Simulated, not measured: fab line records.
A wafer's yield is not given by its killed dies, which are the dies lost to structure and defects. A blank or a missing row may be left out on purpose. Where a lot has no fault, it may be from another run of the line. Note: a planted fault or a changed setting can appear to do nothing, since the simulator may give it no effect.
Chamber matching	flow n5-finfet	N5_BEOL_M4_DESCUM_33 on rie-diel-05: 4 sister chambers
The step chemistry O2, time 7 s. 16 wafers are shown with their chamber, then 8 later ones without.

== WAFERS, EACH WITH ITS CHAMBER ==
wafer	chamber	showerhead-plenum-p-Torr (Torr)	drypump-motor-current-A (A)	throttle-valve-pct (%)
L076.1	3	2.09	5.7	20.41
L076.2	2	2.15	5.8	19.92
L076.4	0	2.22	5.6	20.27
L075.3	2	2.15	5.8	19.92
L075.4	2	2.15	5.8	19.92
L075.5	3	2.09	5.7	20.41
L084.3	3	2.09	5.7	20.44
L084.5	2	2.14	5.8	19.96
L084.6	3	2.09	5.7	20.45
L085.1	3	2.08	5.7	20.45
L085.3	2	2.14	5.8	19.96
L085.5	1	2.06	5.4	20.35
L089.3	2	2.14	5.8	19.97
L089.5	1	2.05	5.4	20.38
L089.6	0	2.21	5.6	20.33
L091.2	0	2.21	5.5	20.33

SIGNATURES (averages over the wafers above)
reading	chamber 0	chamber 1	chamber 2	chamber 3	scatter within a chamber
showerhead-plenum-p-Torr	2.2133	2.0550	2.1450	2.0880	0.00537
drypump-motor-current-A	5.567	5.400	5.800	5.700	0.0236
throttle-valve-pct	20.3100	20.3650	19.9417	20.4320	0.0249
Rule: distance of a wafer from a chamber = root of the sum over the readings of ((wafer's reading minus chamber's mean) / reading's scatter) squared. If the next closest chamber is less than 2 further off than the closest, the wafer can't be placed; otherwise it belongs to the closest. The scatter: take each reading less its chamber's mean, square it, sum over the shown wafers, divide by the number of wafers less the number of chambers, and take the root.

== WAFERS WITHOUT THEIR CHAMBER ==
wafer	showerhead-plenum-p-Torr (Torr)	drypump-motor-current-A (A)	throttle-valve-pct (%)
L091.3	2.05	5.4	20.39
L091.6	2.05	5.4	20.38
L095.2	2.20	5.6	20.33
L095.3	2.14	5.8	20.00
L095.4	2.08	5.7	20.49
L096.3	2.05	5.4	20.40
L096.5	2.20	5.6	20.34
L096.6	2.05	5.4	20.39

== WHICH CHAMBER EACH ONE RAN IN ==
wafer	from the rows above	in truth
L091.3	1	1
L091.6	1	1
L095.2	0	0
L095.3	2	2
L095.4	3	3
L096.3	1	1
L096.5	0	0
L096.6	1	1
Correctly placed: 8 of 8. Can't be placed from these rows: 0. Placed wrongly: 0.
